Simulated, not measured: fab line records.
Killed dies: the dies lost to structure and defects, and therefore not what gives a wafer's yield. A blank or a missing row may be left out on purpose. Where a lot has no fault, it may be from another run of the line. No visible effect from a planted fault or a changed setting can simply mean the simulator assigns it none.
fab line records	flow nand-harc
record lots=24	wafers=72	last-day=34
route steps=1302 shown A_ONON_D2@550 A_CHANNEL_HOLE_D2@588 A_CHANNEL_FILL_D2@638
lots that met no fault: from a run of the same line without faults
start-h: start of the lot's first displayed wafer, in hours after the record's first day	wait-h: how many hours have passed since the lot's step before this one	" repeats the value in the row above	L1.1+2: several wafers, shown together as one row	- value missing, or start not given	* or withheld: withheld	< > ~ a bound
route shown NAME@n: a module of which the file shows steps, and the number in the route of the first	usual: mean/standard deviation of fault-free wafers	same: alike in all rows	chamber/n: place in a boat	sites: per-site readings	_std_site: standard deviation across them	_edge_site: mean of outer sites minus mean of inner sites	radius-mm: how far each site lies from the wafer's centre	mask NAME#n: copy n	behind: the most recent tool/chamber to have shaped the wafer	hold: the reason the lot was held/the length of the hold in hours/how it ended	device: the n, p or np transistor that did not switch	end of line: the same wafers' tests at the end of the route	a step given without rows: its recipe and nothing more	killed: dies that structure and defects cost at the first sort, which is not the same as the wafer's yield	map: a wafer's dies, marking killed ones x, the rest . and places with no die _
set.NAME: the setting that was run; set.NAME@STEP: the one run at that earlier step	model.NAME: the simulator's own value behind a step, which no gauge read
one table for each step of the route and one row for each wafer, over a sample of lots
services: a tool's chamber out of use, with start hour (start-h, from the record's first day; less than 0 if before it), hours out, and reason
## steps
# step NHARC_A_ONON_D2_THK_MEAS_08
# recipe thk-meas-gauge=ellipsometry
# usual thk-nm=1000/9.4
lot.wafer	tool	chamber	start-h	wait-h	thk-nm
L074.3	film-metro-02	-	275.44	-	990
L074.5	"	-	"	"	990
L074.6	"	-	"	"	991
L075.2	film-metro-02	-	292.85	-	1007
L075.4	"	-	"	"	1008
L075.5	"	-	"	"	1007
L076.1	film-metro-01	-	292.85	-	994
L076.3	"	-	"	"	995
L076.4	"	-	"	"	995
L077.1	film-metro-02	-	312.80	-	1011
L077.4	"	-	"	"	1011
L077.5	"	-	"	"	1010
L078.2	film-metro-02	-	317.09	-	999
L078.3	"	-	"	"	999
L078.4	"	-	"	"	1000
L079.1	film-metro-01	-	322.96	-	1000
L079.3	"	-	"	"	996
L079.4	"	-	"	"	996
L080.2	film-metro-02	-	332.22	-	1010
L080.3	"	-	"	"	1010
L080.4	"	-	"	"	1008
L081.3	film-metro-02	-	358.21	-	988
L081.5	"	-	"	"	990
L081.6	"	-	"	"	989
L082.1	film-metro-01	-	359.30	-	1005
L082.4	"	-	"	"	1007
L082.6	"	-	"	"	1007
L083.3	film-metro-02	-	373.70	-	1004
L083.4	"	-	"	"	1006
L083.6	"	-	"	"	1004
L085.1	film-metro-01	-	382.72	-	1014
L085.4	"	-	"	"	1010
L085.5	"	-	"	"	1011
L084.1	film-metro-01	-	382.90	-	985
L084.2	"	-	"	"	985
L084.6	"	-	"	"	984
L086.1	film-metro-01	-	396.58	-	1005
L086.3	"	-	"	"	1005
L086.4	"	-	"	"	1005
L087.1	film-metro-01	-	399.09	-	1006
L087.5	"	-	"	"	1007
L087.6	"	-	"	"	1006
L089.1	film-metro-01	-	424.70	-	1002
L089.3	"	-	"	"	1003
L089.6	"	-	"	"	1003
L088.1	film-metro-02	-	424.70	-	1003
L088.5	"	-	"	"	1003
L088.6	"	-	"	"	1002
L090.2	film-metro-01	-	439.75	-	998
L090.5	"	-	"	"	997
L090.6	"	-	"	"	997
L091.2	film-metro-01	-	454.10	-	992
L091.3	"	-	"	"	992
L091.5	"	-	"	"	990
L092.2	film-metro-02	-	454.45	-	1010
L092.3	"	-	"	"	1009
L092.5	"	-	"	"	1010
L094.2	film-metro-02	-	471.62	-	986
L094.3	"	-	"	"	988
L094.5	"	-	"	"	985
L093.2	film-metro-02	-	474.20	-	990
L093.4	"	-	"	"	990
L093.5	"	-	"	"	989
L095.3	film-metro-01	-	494.05	-	1010
L095.4	"	-	"	"	1010
L095.6	"	-	"	"	1010
L096.1	film-metro-02	-	501.11	-	985
L096.3	"	-	"	"	985
L096.4	"	-	"	"	985
L097.1	film-metro-02	-	527.39	-	1016
L097.4	"	-	"	"	1016
L097.5	"	-	"	"	1017
# step NHARC_A_ONON_D2_THK_MEAS_27
# recipe thk-meas-gauge=ellipsometry
# usual thk-nm=997/11
lot.wafer	tool	chamber	start-h	wait-h	thk-nm
L074.3	film-metro-01	-	286.02	-	1008
L074.5	"	-	"	"	1007
L074.6	"	-	"	"	1004
L076.1	film-metro-02	-	305.63	-	985
L076.3	"	-	"	"	985
L076.4	"	-	"	"	985
L075.2	film-metro-01	-	305.63	-	993
L075.4	"	-	"	"	995
L075.5	"	-	"	"	993
L077.1	film-metro-01	-	323.85	-	988
L077.4	"	-	"	"	991
L077.5	"	-	"	"	989
L079.1	film-metro-02	-	330.61	-	998
L079.3	"	-	"	"	997
L079.4	"	-	"	"	998
L078.2	film-metro-01	-	330.66	-	996
L078.3	"	-	"	"	998
L078.4	"	-	"	"	996
L080.2	film-metro-02	-	342.42	-	1013
L080.3	"	-	"	"	1014
L080.4	"	-	"	"	1012
L081.3	film-metro-02	-	368.38	-	999
L081.5	"	-	"	"	1001
L081.6	"	-	"	"	998
L082.1	film-metro-01	-	368.40	-	980
L082.4	"	-	"	"	981
L082.6	"	-	"	"	982
L083.3	film-metro-01	-	384.25	-	992
L083.4	"	-	"	"	991
L083.6	"	-	"	"	994
L084.1	film-metro-01	-	393.32	-	1002
L084.2	"	-	"	"	1002
L084.6	"	-	"	"	999
L085.1	film-metro-02	-	393.33	-	983
L085.4	"	-	"	"	982
L085.5	"	-	"	"	983
L086.1	film-metro-02	-	407.12	-	986
L086.3	"	-	"	"	987
L086.4	"	-	"	"	988
L087.1	film-metro-01	-	407.14	-	997
L087.5	"	-	"	"	996
L087.6	"	-	"	"	996
L089.1	film-metro-01	-	434.87	-	1000
L089.3	"	-	"	"	1001
L089.6	"	-	"	"	1003
L088.1	film-metro-02	-	434.91	-	994
L088.5	"	-	"	"	997
L088.6	"	-	"	"	994
L090.2	film-metro-02	-	451.85	-	1021
L090.5	"	-	"	"	1021
L090.6	"	-	"	"	1023
L091.2	film-metro-02	-	464.98	-	991
L091.3	"	-	"	"	992
L091.5	"	-	"	"	992
L092.2	film-metro-01	-	465.00	-	1003
L092.3	"	-	"	"	1003
L092.5	"	-	"	"	1003
L093.2	film-metro-02	-	482.46	-	1001
L093.4	"	-	"	"	999
L093.5	"	-	"	"	999
L094.2	film-metro-01	-	482.46	-	1019
L094.3	"	-	"	"	1017
L094.5	"	-	"	"	1019
L096.1	film-metro-02	-	508.57	-	993
L096.3	"	-	"	"	993
L096.4	"	-	"	"	990
L095.3	film-metro-01	-	508.61	-	981
L095.4	"	-	"	"	979
L095.6	"	-	"	"	983
L097.1	film-metro-02	-	535.90	-	989
L097.4	"	-	"	"	991
L097.5	"	-	"	"	990
# step NHARC_A_ONON_D2_DEP_33
# recipe target-thk-a=2000	temp-c=400	pressure-torr=6.5	rf-w=900	teos-flow-sccm=161.4	flow-sccm=2650	target-thk-nm=200	gas=O2	material=SiO2
# usual chamber-pressure-Torr=6.500/0.015	flow-sccm=2650/7.6	heater-power-w=595/100	throttle-valve-pct=16.0/0.6
lot.wafer	tool	chamber	start-h	wait-h	chamber-pressure-Torr	flow-sccm	heater-power-w	throttle-valve-pct
L074.3	pecvd-04	1	286.64	0.1	6.494	2640	755	14.9
L074.5	"	2	"	"	6.501	2662	634	16.0
L074.6	"	0	"	"	6.485	2645	596	15.9
L076.1	pecvd-03	2	306.26	0.1	6.468	2654	492	16.1
L076.3	"	0	"	"	6.528	2627	576	16.1
L076.4	"	1	"	"	6.520	2639	509	16.4
L075.2	pecvd-04	0	306.29	0.1	6.512	2653	680	15.9
L075.4	"	2	"	"	6.513	2642	723	16.1
L075.5	"	1	"	"	6.483	2642	605	14.8
L077.1	pecvd-01	1	324.66	0.1	6.495	2653	533	16.3
L077.5	"	2	"	"	6.520	2652	488	16.9
L077.4	"	1	"	"	6.495	2653	549	16.0
L079.3	pecvd-04	2	331.23	0.1	6.524	2649	718	16.1
L079.1	"	1	"	"	6.491	2642	785	14.7
L079.4	"	0	"	"	6.489	2646	672	16.1
L078.3	pecvd-03	0	331.32	0.1	6.510	2634	534	16.1
L078.2	"	1	"	"	6.519	2651	513	16.5
L078.4	"	0	"	"	6.503	2646	549	15.9
L080.2	pecvd-03	1	343.05	0.1	6.486	2642	596	16.3
L080.3	"	0	"	"	6.491	2643	569	16.4
L080.4	"	1	"	"	6.525	2644	597	16.6
L081.3	pecvd-01	2	369.02	0.1	6.502	2657	376	17.2
L081.6	"	2	"	"	6.505	2652	391	17.1
L081.5	"	1	"	"	6.491	2657	573	16.0
L082.1	pecvd-01	2	369.34	0.4	6.485	2647	446	16.8
L082.6	"	1	"	"	6.512	2645	516	16.3
L082.4	"	2	"	"	6.502	2641	439	17.0
L083.3	pecvd-03	1	384.87	0.1	6.537	2651	643	15.9
L083.6	"	1	"	"	6.508	2650	473	15.6
L083.4	"	2	"	"	6.483	2645	570	15.6
L084.2	pecvd-04	2	393.94	0.1	6.532	2656	711	16.2
L084.1	"	0	"	"	6.506	2652	625	16.1
L084.6	"	2	"	"	6.512	2648	746	16.1
L085.1	pecvd-01	1	394.05	0.1	6.504	2655	526	16.2
L085.5	"	2	"	"	6.514	2649	401	16.9
L085.4	"	0	"	"	6.493	2661	678	16.7
L086.1	pecvd-04	1	407.74	0.1	6.479	2652	708	14.9
L086.3	"	0	"	"	6.502	2658	567	16.2
L086.4	"	0	"	"	6.501	2657	574	16.0
L087.1	pecvd-03	0	407.86	0.1	6.499	2649	548	16.1
L087.5	"	1	"	"	6.507	2648	510	15.8
L087.6	"	2	"	"	6.486	2640	578	16.0
L089.1	pecvd-04	2	435.50	0.1	6.490	2654	771	16.4
L089.3	"	1	"	"	6.497	2647	725	14.7
L089.6	"	1	"	"	6.502	2645	740	14.8
L088.1	pecvd-01	1	435.57	0.1	6.494	2653	586	16.3
L088.6	"	1	"	"	6.510	2653	552	16.4
L088.5	"	2	"	"	6.502	2644	469	16.9
L090.2	pecvd-01	0	452.52	0.1	6.481	2661	690	16.6
L090.5	"	2	"	"	6.506	2649	400	17.3
L090.6	"	0	"	"	6.493	2657	705	16.5
L091.2	pecvd-04	2	465.77	0.2	6.504	2648	615	15.7
L091.3	"	1	"	"	6.506	2648	647	14.9
L091.5	"	1	"	"	6.485	2649	679	14.9
L092.3	pecvd-03	2	465.83	0.3	6.507	2651	537	15.8
L092.2	"	0	"	"	6.528	2641	520	16.3
L092.5	"	0	"	"	6.498	2660	554	16.3
L094.2	pecvd-04	1	483.08	0.1	6.485	2653	613	15.0
L094.3	"	0	"	"	6.505	2653	550	15.6
L094.5	"	0	"	"	6.512	2662	573	15.8
L093.2	pecvd-01	0	483.18	0.1	6.492	2660	748	16.7
L093.5	"	1	"	"	6.503	2658	575	16.5
L093.4	"	2	"	"	6.502	2630	410	16.9
L096.3	pecvd-03	1	509.19	0.1	6.517	2643	582	15.9
L096.1	"	2	"	"	6.530	2654	528	15.9
L096.4	"	1	"	"	6.511	2644	577	16.2
L095.3	pecvd-04	0	509.23	0.1	6.511	2655	590	15.8
L095.6	"	0	"	"	6.525	2648	600	16.0
L095.4	"	1	"	"	6.493	2636	598	14.9
L097.1	pecvd-04	0	536.77	0.2	6.517	2644	501	15.6
L097.4	"	1	"	"	6.524	2640	695	14.9
L097.5	"	2	"	"	6.468	2652	751	15.7
# step NHARC_A_CHANNEL_HOLE_D2_ETCH_34
# recipe target-depth-a=1540	time-s=77	cf4-flow-sccm=100	chf3-flow-sccm=30	ar-flow-sccm=0	rf-w=500	bias-w=200	chemistry=CF4/CHF3
# usual drypump-motor-current-A=5.4/0.48	oes-product-au=0.959/0.023	rf-vpp-V=370.7/1.8	showerhead-plenum-p-Torr=1.58/0.053	throttle-valve-pct=16.801/0.0088
lot.wafer	tool	chamber	start-h	wait-h	drypump-motor-current-A	oes-product-au	rf-hours-counter-h	rf-vpp-V	showerhead-plenum-p-Torr	throttle-valve-pct
L074.3	rie-diel-10	3	-	-	5.2	1.002	1.5	372.6	1.60	16.799
L074.5	"	2	"	"	5.1	0.988	-	373.2	1.63	16.798
L074.6	"	3	"	"	5.2	0.992	-	372.3	1.60	16.794
L075.2	rie-diel-10	0	-	-	5.3	0.964	3.2	367.2	1.48	16.790
L075.4	"	2	"	"	5.0	0.991	2.9	371.2	1.63	16.815
L075.5	"	1	"	"	4.9	0.960	-	369.6	1.56	16.801
L076.1	rie-diel-10	1	-	-	4.9	0.965	3.1	369.6	1.56	16.790
L076.4	"	2	"	"	5.0	0.987	3.3	372.6	1.63	16.794
L076.3	"	3	"	"	5.2	0.985	4.1	371.7	1.59	16.797
L077.1	rie-diel-05	0	-	-	6.3	0.970	5.9	370.7	1.54	16.792
L077.5	"	2	"	"	6.0	0.976	-	371.7	1.64	16.796
L077.4	"	0	"	"	6.3	0.971	-	370.2	1.54	16.795
L079.3	rie-diel-10	3	-	-	5.2	0.978	6.0	371.4	1.59	16.823
L079.1	"	0	"	"	5.3	0.978	5.6	368.4	1.48	16.798
L079.4	"	2	"	"	5.1	0.978	4.8	371.7	1.63	16.806
L078.3	rie-diel-06	1	-	-	5.0	0.978	0.8	374.7	1.64	16.794
L078.2	"	2	"	"	5.4	0.998	0.6	369.5	1.53	16.793
L078.4	"	3	"	"	5.5	0.969	0.7	373.1	1.65	16.787
L080.3	rie-diel-06	2	-	-	5.3	0.973	1.4	370.3	1.53	16.802
L080.4	"	3	"	"	5.5	0.938	1.4	373.1	1.65	16.806
L080.2	"	1	"	"	5.0	0.968	1.6	372.8	1.64	16.817
L081.3	rie-diel-06	1	-	-	5.0	0.954	2.6	372.4	1.64	16.800
L081.5	"	0	"	"	5.2	0.958	-	370.7	1.58	16.782
L081.6	"	1	"	"	5.0	0.957	-	373.6	1.64	16.794
L082.4	rie-diel-10	1	-	-	4.9	0.914	6.2	369.5	1.56	16.793
L082.1	"	2	"	"	5.0	0.949	6.9	371.7	1.63	16.806
L082.6	"	2	"	"	5.0	0.936	-	372.3	1.63	16.801
L083.3	rie-diel-06	2	-	-	5.3	0.939	3.1	368.4	1.53	16.803
L083.4	"	0	"	"	5.3	0.932	3.9	370.8	1.58	16.799
L083.6	"	2	"	"	5.4	0.934	-	369.7	1.53	16.818
L085.1	rie-diel-06	3	-	-	5.5	0.955	4.0	372.8	1.65	16.802
L085.5	"	3	"	"	5.5	0.949	-	373.1	1.65	16.795
L085.4	"	2	"	"	5.3	0.971	-	367.8	1.53	16.790
L084.1	rie-diel-05	1	-	-	5.7	0.921	6.5	371.3	1.60	16.799
L084.2	"	3	"	"	6.7	0.904	10.5	367.5	1.52	16.806
L084.6	"	0	"	"	6.3	0.932	-	370.8	1.54	16.806
L086.3	rie-diel-06	1	-	-	5.0	0.950	4.3	372.2	1.64	16.795
L086.4	"	2	"	"	5.4	0.969	5.1	369.1	1.53	16.789
L086.1	"	3	"	"	5.5	0.965	5.4	374.2	1.65	16.813
L087.1	rie-diel-10	2	-	-	5.0	0.940	9.3	371.9	1.63	16.792
L087.6	"	0	"	"	5.3	0.933	-	367.7	1.47	16.814
L087.5	"	1	"	"	4.9	0.906	-	369.9	1.56	16.824
L089.1	rie-diel-10	0	-	-	5.3	0.961	0.3	368.1	1.47	16.803
L089.3	"	3	"	"	5.2	0.969	0.4	371.1	1.59	16.799
L089.6	"	0	"	"	5.3	0.955	-	367.4	1.47	16.811
L088.1	rie-diel-06	1	-	-	5.0	0.928	5.7	372.6	1.63	16.811
L088.5	"	0	"	"	5.3	0.956	-	371.0	1.58	16.792
L088.6	"	1	"	"	5.0	0.947	-	371.6	1.64	16.801
L090.2	rie-diel-05	1	-	-	5.7	0.952	2.2	371.9	1.59	16.796
L090.6	"	2	"	"	6.0	0.981	-	372.7	1.64	16.808
L090.5	"	3	"	"	6.6	0.979	-	369.4	1.52	16.805
L091.3	rie-diel-05	0	-	-	6.3	0.971	3.6	368.7	1.54	16.790
L091.2	"	1	"	"	5.7	0.977	3.8	369.5	1.59	16.815
L091.5	"	3	"	"	6.6	0.957	-	369.3	1.52	16.797
L092.3	rie-diel-06	1	-	-	5.0	0.918	7.0	373.6	1.63	16.801
L092.2	"	3	"	"	5.5	0.917	9.2	371.9	1.65	16.796
L092.5	"	0	"	"	5.3	0.922	-	370.0	1.58	16.779
L093.4	rie-diel-10	1	-	-	4.9	0.951	2.3	369.8	1.56	16.797
L093.2	"	3	"	"	5.2	0.952	3.1	371.0	1.59	16.789
L093.5	"	0	"	"	5.3	0.997	-	367.1	1.47	16.794
L094.3	rie-diel-05	2	-	-	6.0	0.967	4.0	373.9	1.64	16.814
L094.2	"	3	"	"	6.6	0.990	4.9	369.4	1.52	16.811
L094.5	"	2	"	"	6.0	0.961	-	371.4	1.64	16.812
L096.1	rie-diel-06	1	-	-	5.0	0.963	0.7	371.9	1.63	16.803
L096.3	"	2	"	"	5.3	0.954	0.3	370.0	1.53	16.813
L096.4	"	0	"	"	5.2	0.979	0.6	371.7	1.57	16.794
L095.4	rie-diel-05	1	-	-	5.7	0.979	8.1	369.8	1.59	16.800
L095.3	"	2	"	"	6.0	0.987	6.5	373.0	1.64	16.809
L095.6	"	0	"	"	6.3	0.965	-	371.5	1.54	16.793
L097.4	rie-diel-06	1	-	-	5.0	0.960	2.1	372.3	1.63	16.811
L097.1	"	2	"	"	5.4	0.959	1.5	369.4	1.53	16.781
L097.5	"	1	"	"	5.0	0.959	-	371.3	1.63	16.800
# step NHARC_A_CHANNEL_HOLE_D2_XSEM_32
# recipe landing-energy-ev=35000
# usual bot-cd-nm=74.3/2.1	bow-nm=8.6/0.31	tilt-deg=0.06/0.035
lot.wafer	tool	chamber	start-h	wait-h	bot-cd-nm	bow-nm	tilt-deg
L074.3	xsem-01	0	296.79	0.1	76.1	8.2	0.09
L074.5	"	0	"	"	74.1	8.3	0.09
L074.6	"	0	"	"	71.5	8.2	0.09
L075.2	xsem-02	0	318.27	0.1	73.1	8.8	0.08
L075.4	"	0	"	"	80.0	8.9	0.09
L075.5	"	0	"	"	74.0	8.8	0.08
L076.1	xsem-01	0	320.28	0.1	75.6	8.8	0.03
L076.3	"	0	"	"	72.1	8.8	0.02
L076.4	"	0	"	"	72.7	8.7	0.03
L077.1	xsem-02	0	335.06	0.1	75.6	8.2	0.08
L077.4	"	0	"	"	75.6	8.2	0.08
L077.5	"	0	"	"	73.8	8.2	0.08
L079.1	xsem-01	0	343.38	0.1	74.9	8.9	0.03
L079.3	"	0	"	"	74.8	9.0	0.03
L079.4	"	0	"	"	73.1	9.0	0.03
L078.2	xsem-02	0	344.67	0.1	76.7	8.5	0.05
L078.3	"	0	"	"	72.4	8.5	0.05
L078.4	"	0	"	"	72.3	8.4	0.05
L080.2	xsem-02	0	356.36	0.1	71.9	8.2	0.08
L080.3	"	0	"	"	74.6	8.2	0.08
L080.4	"	0	"	"	73.7	8.1	0.08
L081.3	xsem-02	0	380.82	0.1	76.2	8.5	0.09
L081.5	"	0	"	"	72.5	8.5	0.09
L081.6	"	0	"	"	76.7	8.5	0.09
L082.1	xsem-02	0	384.14	0.1	72.6	8.9	0.05
L082.4	"	0	"	"	74.0	8.9	0.05
L082.6	"	0	"	"	76.1	8.9	0.05
L083.3	xsem-01	0	400.40	0.1	78.2	8.8	0.03
L083.4	"	0	"	"	76.8	8.9	0.03
L083.6	"	0	"	"	77.4	8.9	0.03
L085.1	xsem-01	0	405.16	0.1	73.6	8.6	0.03
L085.4	"	0	"	"	76.5	8.6	0.03
L085.5	"	0	"	"	74.7	8.5	0.03
L084.1	xsem-02	0	406.34	0.1	77.0	8.6	0.01
L084.2	"	0	"	"	73.7	8.5	0.01
L084.6	"	0	"	"	74.4	8.6	0.01
L086.1	xsem-02	0	417.90	0.1	77.8	8.9	0.06
L086.3	"	0	"	"	76.0	8.9	0.06
L086.4	"	0	"	"	73.4	8.9	0.05
L087.1	xsem-01	0	418.06	0.1	78.3	8.8	0.11
L087.5	"	0	"	"	77.3	8.9	0.11
L087.6	"	0	"	"	77.8	8.9	0.11
L089.1	xsem-01	0	445.96	0.1	77.2	8.3	0.01
L089.3	"	0	"	"	74.4	8.3	0.01
L089.6	"	0	"	"	72.1	8.4	0.01
L088.1	xsem-02	0	448.03	0.1	76.7	8.6	0.12
L088.5	"	0	"	"	74.2	8.7	0.12
L088.6	"	0	"	"	71.6	8.5	0.12
L090.2	xsem-02	0	466.33	0.1	76.2	8.9	0.02
L090.5	"	0	"	"	76.9	8.9	0.02
L090.6	"	0	"	"	74.3	8.9	0.02
L091.2	xsem-01	0	478.46	0.1	72.3	9.4	0.00
L091.3	"	0	"	"	71.9	9.2	0.01
L091.5	"	0	"	"	71.1	9.2	0.00
L092.2	xsem-02	0	478.81	0.1	73.3	8.8	0.07
L092.3	"	0	"	"	72.0	8.8	0.07
L092.5	"	0	"	"	72.5	8.7	0.07
L093.2	xsem-01	0	493.34	0.1	72.1	8.3	0.12
L093.4	"	0	"	"	75.3	8.4	0.12
L093.5	"	0	"	"	72.5	8.4	0.12
L094.2	xsem-02	0	495.90	0.1	72.5	8.6	0.08
L094.3	"	0	"	"	73.6	8.6	0.08
L094.5	"	0	"	"	72.1	8.6	0.08
L096.1	xsem-02	0	520.30	0.1	71.9	9.3	0.10
L096.3	"	0	"	"	73.8	9.2	0.10
L096.4	"	0	"	"	74.4	9.3	0.10
L095.3	xsem-01	0	520.76	0.1	76.9	8.1	0.08
L095.4	"	0	"	"	71.8	8.2	0.08
L095.6	"	0	"	"	77.0	8.1	0.08
L097.1	xsem-02	0	550.70	0.1	74.2	8.5	0.04
L097.4	"	0	"	"	73.1	8.5	0.04
L097.5	"	0	"	"	75.0	8.5	0.04
# step NHARC_A_CHANNEL_FILL_D2_INSPECT_13
# usual raw-defect-count=404/170
lot.wafer	tool	chamber	start-h	wait-h	raw-defect-count
L074.3	defect-inspect-02	-	347.48	0.1	267
L074.5	"	-	"	"	208
L074.6	"	-	"	"	197
L076.1	defect-inspect-02	-	367.28	0.2	444
L076.3	"	-	"	"	272
L076.4	"	-	"	"	392
L075.2	defect-inspect-02	-	367.45	0.1	321
L075.4	"	-	"	"	316
L075.5	"	-	"	"	294
L077.1	defect-inspect-02	-	382.83	0.2	662
L077.4	"	-	"	"	806
L077.5	"	-	"	"	737
L079.1	defect-inspect-02	-	395.83	0.2	244
L079.3	"	-	"	"	385
L079.4	"	-	"	"	330
L078.2	defect-inspect-02	-	396.00	0.1	369
L078.3	"	-	"	"	447
L078.4	"	-	"	"	660
L080.2	defect-inspect-01	-	406.09	0.1	402
L080.3	"	-	"	"	401
L080.4	"	-	"	"	671
L081.3	defect-inspect-01	-	429.36	0.1	379
L081.5	"	-	"	"	311
L081.6	"	-	"	"	340
L082.1	defect-inspect-02	-	432.92	0.2	782
L082.4	"	-	"	"	659
L082.6	"	-	"	"	441
L083.3	defect-inspect-02	-	447.73	0.1	336
L083.4	"	-	"	"	306
L083.6	"	-	"	"	326
L084.1	defect-inspect-02	-	456.83	0.2	266
L084.2	"	-	"	"	389
L084.6	"	-	"	"	404
L085.1	defect-inspect-01	-	460.40	0.2	279
L085.4	"	-	"	"	714
L085.5	"	-	"	"	282
L087.1	defect-inspect-02	-	466.18	0.2	652
L087.5	"	-	"	"	364
L087.6	"	-	"	"	370
L086.1	defect-inspect-02	-	466.34	0.2	582
L086.3	"	-	"	"	347
L086.4	"	-	"	"	446
L088.1	defect-inspect-01	-	496.11	0.2	328
L088.5	"	-	"	"	338
L088.6	"	-	"	"	314
L089.1	defect-inspect-02	-	496.11	0.2	629
L089.3	"	-	"	"	941
L089.6	"	-	"	"	1019
L090.2	defect-inspect-01	-	514.98	0.1	374
L090.5	"	-	"	"	338
L090.6	"	-	"	"	235
L091.2	defect-inspect-02	-	526.64	0.1	376
L091.3	"	-	"	"	217
L091.5	"	-	"	"	328
L092.2	defect-inspect-01	-	526.66	0.1	430
L092.3	"	-	"	"	413
L092.5	"	-	"	"	291
L093.2	defect-inspect-02	-	541.22	0.1	485
L093.4	"	-	"	"	448
L093.5	"	-	"	"	377
L094.2	defect-inspect-02	-	544.85	0.1	216
L094.3	"	-	"	"	373
L094.5	"	-	"	"	362
L096.1	defect-inspect-02	-	569.01	0.2	227
L096.3	"	-	"	"	341
L096.4	"	-	"	"	231
L095.3	defect-inspect-02	-	569.02	0.1	367
L095.4	"	-	"	"	291
L095.6	"	-	"	"	351
L097.1	defect-inspect-02	-	596.74	0.2	385
L097.4	"	-	"	"	272
L097.5	"	-	"	"	241
## services
tool	chamber	start-h	hours	kind
pecvd-03	2	266.64	9.7	repair
pecvd-04	-	269.30	13.0	pm
rie-diel-10	0	273.24	3.8	repair
rie-diel-06	-	307.20	9.0	pm
pecvd-01	-	311.27	13.0	pm
pecvd-01	0	345.68	12.7	repair
rie-diel-10	-	364.83	0.8	repair
pecvd-03	-	366.19	13.0	pm
xsem-01	-	374.00	14.0	pm
rie-diel-06	1	397.16	12.5	repair
pecvd-04	1	419.09	3.8	repair
rie-diel-10	-	419.50	9.0	pm
rie-diel-10	2	430.70	2.5	repair
rie-diel-06	1	445.99	5.6	repair
pecvd-04	-	450.53	13.0	pm
rie-diel-10	1	456.56	7.0	repair
rie-diel-10	0	462.22	11.4	repair
rie-diel-06	3	464.42	3.4	repair
rie-diel-06	-	484.20	9.0	pm
rie-diel-10	-	492.08	1.9	repair
rie-diel-06	2	501.97	6.2	repair
pecvd-04	-	515.48	1.3	repair
rie-diel-10	-	526.87	2.3	repair
rie-diel-10	2	542.24	5.4	repair
## key
fault none
